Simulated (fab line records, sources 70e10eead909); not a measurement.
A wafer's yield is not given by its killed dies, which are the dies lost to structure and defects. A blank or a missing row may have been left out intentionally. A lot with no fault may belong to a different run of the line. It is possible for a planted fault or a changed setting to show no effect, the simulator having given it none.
Problem report, 8D (eight disciplines) form, completed by code || flow nandHarc || the parts of the form that need people (team, actions taken, sign-off) are left out

1. WHAT IS WRONG
A mean of 37.6 s is read at NHARC_P_M0_CMP_23 for timeToEndpointS, taken on 1 wafer of 1 lot, against 29.0 s (standard deviation 2.1) on wafers free of any fault. Relative to the usual mean, that is a shift of +4.1 standard deviations.
The step: polishes, t overpolish 20 s, target thk 117.53 nm.
The first sign was on wafer L756.1 at day 8 07:02, on cmp-02. Wafers with a number at this step in the record: 33, from 11 lots. By rule, "out" or "out of limits" means more than 4 standard deviations away from the usual mean. The other wafers with a number count as sound.

2. WHAT IT IS, AND WHAT IT ISN'T
{"question": "which readings at this step", "is": "timeToEndpointS", "is not": "motorCurrentA"}
{"question": "which lots", "is": "L756", "is not": "L748, L750, L751, L752, L761, L763, L765, L768, L769, L770"}
{"question": "which wafers of those lots", "is": "L756.1", "is not": "L756.2, L756.4"}
{"question": "read on which tools", "is": "cmp-02", "is not": "cmp-01, cmp-04"}
{"question": "when", "is": "from day 8 07:02", "is not": "up to then (14 sound wafers); but 18 sound wafers of L761, L763, L765, L768, L769, L770 came after"}

3. SUSPECTS, AND WHAT RULES EACH OUT
Counting: if a tool at a process step up to the reading ran every lot that is out, it stays a suspect. Sound lots after the first of them don't rule it out here, since some wafers of a struck lot are sound.
- rieDiel-02 at NHARC_P_M0_DESCUM_14 (chemistry O2, time 3 s): kept. L756, the lot that is out, went through it at day 8 05:00; up to then, the latest sound lot through it was L748 at day 5 19:55.
- rieDiel-02 at NHARC_P_M0_ETCH_34 (etches the open film in N2/H2, target depth 40 nm, overetch 12 nm, time 43.94 s): kept. L756, the lot that is out, went through it at day 8 05:05; up to then, the latest sound lot through it was L748 at day 5 20:00.
- ecdCu-02 at NHARC_P_M0_ECD_22 (material Cu, target thk 400 nm): kept. L756, the lot that is out, went through it at day 8 06:17; up to then, the latest sound lot through it was L752 at day 6 21:25.
- cmp-02 at NHARC_P_M0_CMP_23 (polishes, t overpolish 20 s, target thk 117.53 nm): kept. L756, the lot that is out, went through it at day 8 07:02; up to then, the latest sound lot through it was L748 at day 5 22:30. Out on those wafers are its own readings of timeToEndpointS.
- Within rieDiel-02 at NHARC_P_M0_DESCUM_14: the wafers that are out ran in chamber 3; their sound lot-mates ran in chambers 0, 1.
- Within rieDiel-02 at NHARC_P_M0_ETCH_34: the wafers that are out ran in chamber 1; their sound lot-mates ran in chambers 0, 2.
- Within cmp-02 at NHARC_P_M0_CMP_23: the wafers that are out ran in chamber 3; their sound lot-mates ran in chambers 0, 2.
Left after counting: rieDiel-02 at NHARC_P_M0_DESCUM_14, rieDiel-02 at NHARC_P_M0_ETCH_34, ecdCu-02 at NHARC_P_M0_ECD_22, cmp-02 at NHARC_P_M0_CMP_23.

4. THE CAUSE (what the simulator had put in)
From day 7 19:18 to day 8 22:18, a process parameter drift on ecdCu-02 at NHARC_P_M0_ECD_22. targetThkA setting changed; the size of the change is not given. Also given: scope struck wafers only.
Counting left 4 suspects, and this tool is among them.

5. THE EFFECT CHAIN, in route order
Rows list readings where the struck wafers' mean (over those with a number) sits beyond 3 standard deviations from the usual. Only readings whose record carries a usual standard deviation are examined. hours: median over the lots of the time between each lot's start at the first step of this table that gives one and its start at this step. sigmas: the change, counted in usual standard deviations.
{"hours": 0, "step": "NHARC_P_M0_CMP_23", "reading": "timeToEndpointS", "usual": "29.0 s", "on struck wafers": 37.6, "change": "+8.6", "sigmas": "+4.1"}
Its process steps:
- NHARC_P_M0_CMP_23: polishes, t overpolish 20 s, target thk 117.53 nm.

6. HOW IT WOULD HAVE BEEN CAUGHT EARLIER
In this record the first reading out of limits was taken at day 8 07:02, 12 hours after the fault began at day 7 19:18.
By day 8 07:02 the whole set of lots that are out, 1 in number, had already begun NHARC_P_M0_ECD_22 on ecdCu-02. Had the tool been put on hold then, not one of them would have been saved.
